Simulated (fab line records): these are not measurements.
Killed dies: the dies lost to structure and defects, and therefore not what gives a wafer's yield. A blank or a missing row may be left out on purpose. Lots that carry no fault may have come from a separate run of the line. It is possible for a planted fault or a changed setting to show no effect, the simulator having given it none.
Which of the tools did it? + flow nandHarc + Sampling: 6 lots, 18 wafers, 2 of 1159 route steps

## WHAT THE GAUGES READ, wafer by wafer
NHARC_A_BONDPAD_OVL_MEAS_35.
| lot  | measured     | on         | overlayXNm (nm) |
|------|--------------|------------|-----------------|
| L137 | day 18 08:07 | overlay-02 | 3 2 3           |
| L135 | day 18 17:11 | overlay-01 | -1 -1 -2        |
| L147 | day 21 22:25 | overlay-01 | 4 4 5           |
| L153 | day 22 08:43 | overlay-01 | 1 1 1           |
| L152 | day 22 12:14 | overlay-01 | -3 -3 -3        |
| L154 | day 23 02:23 | overlay-02 | -4 -4 -4        |

## WHICH TOOL RAN EACH LOT (tool, then ch and the chambers of the sampled wafers, then the start)
| lot  | NHARC_A_M1_PVD_21                      |
|------|----------------------------------------|
| L137 | pvdSputter-01, day 18 08:07 or earlier |
| L135 | pvdSputter-03, day 18 17:11 or earlier |
| L147 | pvdSputter-02, day 21 22:25 or earlier |
| L153 | pvdSputter-03, day 22 08:43 or earlier |
| L152 | pvdSputter-03, day 22 12:14 or earlier |
| L154 | pvdSputter-02, day 23 02:23 or earlier |
- NHARC_A_M1_PVD_21: deposits Cu, target thk 30 nm, time 20.49 s.

## THE ANSWER, worked out from the rows above alone
Rule: what is usual is taken from the lots themselves. The widest of any qualifying gaps counts: lots, ordered by their means at a reading, are off when they make up no more than a third of the lots, leave a main group of 4 or more, and stand apart from it by 3 or more times the standard deviation of that group's means. Not used: any main group whose means are identical at the precision the tables above print for the reading. Also off: a lot with no number at a reading for which 4 or more lots have one. All remaining lots with rows at the step are treated as sound.
Nothing can be told from this: no lot is off at any reading shown.

## WHAT THE SIMULATOR HAD PUT IN
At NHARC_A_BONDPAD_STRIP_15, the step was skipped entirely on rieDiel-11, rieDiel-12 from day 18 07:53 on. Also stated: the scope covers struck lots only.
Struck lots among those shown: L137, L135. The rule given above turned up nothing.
